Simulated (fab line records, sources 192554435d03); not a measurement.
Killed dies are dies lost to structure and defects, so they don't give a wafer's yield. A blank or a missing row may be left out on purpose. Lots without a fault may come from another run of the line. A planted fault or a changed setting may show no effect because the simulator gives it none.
Split-lot experiment | flow n5_finfet | 7 lots, 21 wafers read, on a route of 1938 steps

THE SPLIT
At N5_BEOL_M0_SAQP_COAT_87 (time 60 s, resist thk 5 nm), the setting spin_rpm was moved away from the recipe's 1500 rpm on 7 of the 21 wafers read, by -3.5% to +10.7%. The other wafers ran this setting at the recipe's value.

FROM THE SPLIT TO THE READING: what the file shows between them, 3 steps
- N5_BEOL_M0_SAQP_COAT_34: resist thk 30 nm
- N5_BEOL_M0_SAQP_EBR_36
- N5_BEOL_M0_SAQP_DESCUM_45: chemistry O2, time 7 s

THE READING
etch.depth_nm (the simulator's own value, which no gauge read), in nm, at N5_BEOL_M0_SAQP_ETCH_88 (etches underlayer in N2/H2, target depth 6.5 nm, time 5.2 s). The file gives no usual value for it. The 14 wafers here that ran the recipe average 5.005 nm, standard deviation 0.0073 nm.

wafer  | tool, chamber at the split | spin_rpm as run, rpm | against the recipe | etch.depth_nm, nm | against lot-mates on the recipe
L078.3 | litho_track-05, 0          | 1551                 | +3.4%              | 4.917             | -0.082
L078.4 | litho_track-05, 0          | 1500                 | recipe             | 4.995             | -
L078.5 | litho_track-05, 0          | 1500                 | recipe             | 5.002             | -
L080.1 | litho_track-03, 0          | 1500                 | recipe             | 5.016             | -
L080.3 | litho_track-03, 0          | 1500                 | recipe             | 5.016             | -
L080.6 | litho_track-03, 0          | 1500                 | recipe             | 5.006             | -
L081.1 | litho_track-03, 0          | 1500                 | recipe             | 5.012             | -
L081.2 | litho_track-03, 0          | 1500                 | recipe             | 5.002             | -
L081.3 | litho_track-03, 0          | 1500                 | recipe             | 5.011             | -
L083.2 | litho_track-03, 0          | 1500                 | recipe             | 5.009             | -
L083.3 | litho_track-03, 0          | 1500                 | recipe             | 4.998             | -
L083.5 | litho_track-03, 0          | 1500                 | recipe             | 4.994             | -
L089.2 | litho_track-05, 0          | 1448                 | -3.5%              | 5.086             | no lot-mate on the recipe
L089.4 | litho_track-05, 0          | 1448                 | -3.5%              | 5.093             | no lot-mate on the recipe
L089.6 | litho_track-05, 0          | 1448                 | -3.5%              | 5.089             | no lot-mate on the recipe
L090.2 | litho_track-04, 0          | 1500                 | recipe             | 4.995             | -
L090.3 | litho_track-04, 0          | 1635                 | +9.0%              | 4.788             | -0.207
L090.5 | litho_track-04, 0          | 1635                 | +9.0%              | 4.8               | -0.195
L096.2 | litho_track-03, 0          | 1500                 | recipe             | 5.009             | -
L096.3 | litho_track-03, 0          | 1500                 | recipe             | 5.007             | -
L096.4 | litho_track-03, 0          | 1661                 | +10.7%             | 4.753             | -0.255

THE FIT
A straight line over all 21 wafers: etch.depth_nm changes by -0.0237 nm for each +1% of spin_rpm; r = -1.00; the points scatter about the line by 0.007 nm.
The same after taking each lot's own level away (the mean of its wafers on the recipe; 18 wafers): -0.023 nm for each +1%; r = -1.00; scatter 0.0056 nm.
On that fit, the largest move of spin_rpm shifts the reading by 0.25 nm.
The lots' own levels span 4.9950 to 5.0127 nm, that is 2.4 times the standard deviation above.
So the lot-to-lot level changes the slope little: the two slopes agree.
Check: with one of the wafers moved furthest among these (+10.7%) left out of the fit, the line predicts -0.241 nm for it against its lot-mates. It came out at -0.255 nm against them.

OTHER SPLITS ON THESE WAFERS
These wafers also went through other splits before the reading. Each is held against what the fit with the lots' levels taken away leaves over:
other split on the same wafers       | wafers away from the commonest value | r with etch.depth_nm (lot level and that fit taken away)
N5_GATE_CUT_DESCUM_18 time_s         | 5                                    | +0.13
N5_GATE_CUT_CUT_ETCH_54 icp_w        | 10                                   | -0.04
N5_MOL_CONTACT_COAG_PECVD_31 time_s  | 9                                    | +0.45
N5_MOL_CONTACT_COAG_COAT_77 spin_rpm | 5                                    | -0.33
N5_BEOL_M0_SAQP_COAT_105 spin_rpm    | 5                                    | +0.02

THE FILE'S OWN FIT
etch.depth_nm changes by -0.0232 nm for each +1% of spin_rpm, r = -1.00.
